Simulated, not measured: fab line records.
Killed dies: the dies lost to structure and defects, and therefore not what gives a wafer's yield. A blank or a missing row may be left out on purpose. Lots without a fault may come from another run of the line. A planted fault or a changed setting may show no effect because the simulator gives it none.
A lot that was struck, set against a sound lot ; flow nandHarc ; 15 steps out of a route of 1159
Sound: these wafers, L622.1, L622.3, L622.6. Struck: wafers L627.1, L627.6. (L627.2 of the same lot was not struck and is left out.) The cause comes at the end.
Order at every step that has rows: each side's tool, ch and its chambers, its first start. Under that, the readings that differ: sound wafers ; struck wafers ; difference of the means ; sigmas: that difference in standard deviations of wafers without a fault.
alike: same words and numbers on both sides, and readings whose means sit less than 2 such deviations apart. not compared: any withheld reading, any reading some wafer has no value for, any bound like >300 that may hide the same value, and any number with overlapping values for which the record gives no deviation.
The two part at a step that has a row with sigmas, a row that says differs or no value, or rows on one side only. When numbers do not overlap yet have no deviation, they are printed without sigmas and do not part them. Lack of a reading on every wafer of one side parts them only where that side has two or more wafers.

first, 1 step without rows for these wafers: NHARC_A_ONON_D1_DEP_03 (target thk 1000 nm).
NHARC_A_ONON_D1_THK_MEAS_05: measures by ellipsometry.
  sound on filmMetro-02, day 10 20:14; struck on filmMetro-02, day 12 03:22
  alike: thkNm
after that, 1 step with no rows for these wafers: NHARC_A_ONON_D1_DEP_06 (target thk 1000 nm).
NHARC_A_ONON_D1_THK_MEAS_08: measures by ellipsometry.
  sound on filmMetro-02, day 10 20:49; struck on filmMetro-02, day 12 03:58
  alike: thkNm
after that, 1 step with no rows for these wafers: NHARC_A_ONON_D1_DEP_09 (target thk 1000 nm).
NHARC_A_ONON_D1_THK_MEAS_11: measures by ellipsometry.
  sound on filmMetro-02, day 10 21:23; struck on filmMetro-02, day 12 04:32
  alike: thkNm
after that, 1 step with no rows for these wafers: NHARC_A_ONON_D1_DEP_12 (target thk 1000 nm).
NHARC_A_ONON_D1_THK_MEAS_14: measures by ellipsometry.
  sound on filmMetro-02, day 10 21:58; struck on filmMetro-01, day 12 05:07
  alike: thkNm
then, 2 steps without rows for these wafers: NHARC_A_ONON_D1_ANNEAL_15 (time 3600 s); NHARC_A_ONON_D1_DEP_16 (target thk 1000 nm).
NHARC_A_ONON_D1_THK_MEAS_18: measures by ellipsometry.
  sound on filmMetro-02, day 11 04:44; struck on filmMetro-02, day 12 12:07
  alike: thkNm
NHARC_A_ONON_D1_DEP_19: target thk 1000 nm.
  sound on pecvdOnon-01 ch 0, day 11 05:17; struck on pecvdOnon-01 ch 0, day 12 12:11
NHARC_A_ONON_D1_THK_MEAS_21: measures by ellipsometry.
  sound on filmMetro-01, day 11 05:47; struck on filmMetro-02, day 12 12:41
reading;sound;struck;difference;sigmas
thkNm (nm);986 985 985;1540 1539;+554;+57
after that, 1 step with no rows for these wafers: NHARC_A_ONON_D1_DEP_22 (target thk 1000 nm).
-- the record jumps here: 12 days lie between the struck wafers' starts before and after (it left off in module A_ONON_D1 and takes up again in module END, whose first step shown is number 1159 of the route) --
NHARC_END_SORT_01:
  only the struck wafers appear in the record here, on prober-02 ch 0 at day 24 02:54; the sound ones have no rows

== WHERE THEY PART ==
Last at NHARC_END_SORT_01 as far as this record goes, first at NHARC_A_ONON_D1_THK_MEAS_21.

WHY: what had been put in by the simulator
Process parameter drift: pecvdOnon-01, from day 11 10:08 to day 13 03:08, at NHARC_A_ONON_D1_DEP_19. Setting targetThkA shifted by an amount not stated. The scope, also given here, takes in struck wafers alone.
